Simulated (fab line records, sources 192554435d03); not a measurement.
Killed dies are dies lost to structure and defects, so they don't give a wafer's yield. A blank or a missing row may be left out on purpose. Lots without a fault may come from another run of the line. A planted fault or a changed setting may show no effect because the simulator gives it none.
Which tool did it? | flow n5_finfet | 11 lots, 31 wafers sampled, at 3 steps of a route of 1938

WHAT THE GAUGES READ, wafer by wafer
N5_BEOL_M4_CD_MEAS_11: target cd 16.79 nm.
lot  | measured     | on        | cd_nm (nm)
L156 | day 7 06:24  | cd_sem-01 | 16.64 16.49 16.89
L157 | day 7 11:29  | cd_sem-02 | 16.34 16.67 16.59
L159 | day 8 05:05  | cd_sem-01 | 16.75 16.83
L163 | day 9 13:01  | cd_sem-02 | 17.46 16.81 17.13
L165 | day 9 13:04  | cd_sem-03 | 17.37 17.27 16.61
L168 | day 10 21:53 | cd_sem-02 | 16.66 16.68 16.70
L173 | day 11 23:31 | cd_sem-03 | 16.56 16.65 16.96
L176 | day 12 15:05 | cd_sem-03 | 16.94 16.99
L177 | day 13 04:08 | cd_sem-03 | 16.85 16.58 16.39
L178 | day 13 12:04 | cd_sem-01 | 16.73 17.11 16.50
L179 | day 14 10:37 | cd_sem-03 | 16.54 16.38 16.44

WHICH TOOL RAN EACH LOT (tool, then ch and the chambers of the sampled wafers, then the start)
lot  | N5_BEOL_M3_SPUTTER_94        | N5_BEOL_M4_COAT_05
L156 | pvd_sputter-02, day 7 03:39  | litho_track-02 ch 0, day 7 06:01
L157 | pvd_sputter-01, day 7 08:58  | litho_track-03 ch 0, day 7 11:13
L159 | pvd_sputter-03, day 8 01:49  | litho_track-05 ch 0, day 8 04:49
L163 | pvd_sputter-03, day 9 10:12  | litho_track-02 ch 0, day 9 12:38
L165 | pvd_sputter-02, day 9 10:19  | litho_track-02 ch 0, day 9 12:46
L168 | pvd_sputter-03, day 10 19:33 | litho_track-05 ch 0, day 10 21:37
L173 | pvd_sputter-02, day 11 19:43 | litho_track-03 ch 0, day 11 23:15
L176 | pvd_sputter-01, day 12 12:31 | litho_track-05 ch 0, day 12 14:43
L177 | pvd_sputter-03, day 13 00:20 | litho_track-05 ch 0, day 13 03:53
L178 | pvd_sputter-03, day 13 06:36 | litho_track-02 ch 0, day 13 11:49
L179 | pvd_sputter-03, day 14 08:14 | litho_track-03 ch 0, day 14 10:20
- N5_BEOL_M3_SPUTTER_94: material Cu, target thk 4.5 nm, time 8.29 s.
- N5_BEOL_M4_COAT_05: resist thk 30 nm.

THE ANSWER, worked out from the rows above alone
Rule: what is usual is taken from the lots themselves. Put in order of their means at a reading, lots are off if they are a third of the lots or fewer, leave a main group of 4 or more, and stand apart from it by a gap of 3 or more times the standard deviation of the main group's means; of several such gaps the widest counts. A main group whose means are all the same, to the digits that the tables above print for the reading, isn't used. A lot without any number at a reading at which 4 lots or more have one is off too. The other lots that the step has rows for count as sound.
No lot is off at any reading shown: from this, nothing can be told.

WHAT THE SIMULATOR HAD PUT IN
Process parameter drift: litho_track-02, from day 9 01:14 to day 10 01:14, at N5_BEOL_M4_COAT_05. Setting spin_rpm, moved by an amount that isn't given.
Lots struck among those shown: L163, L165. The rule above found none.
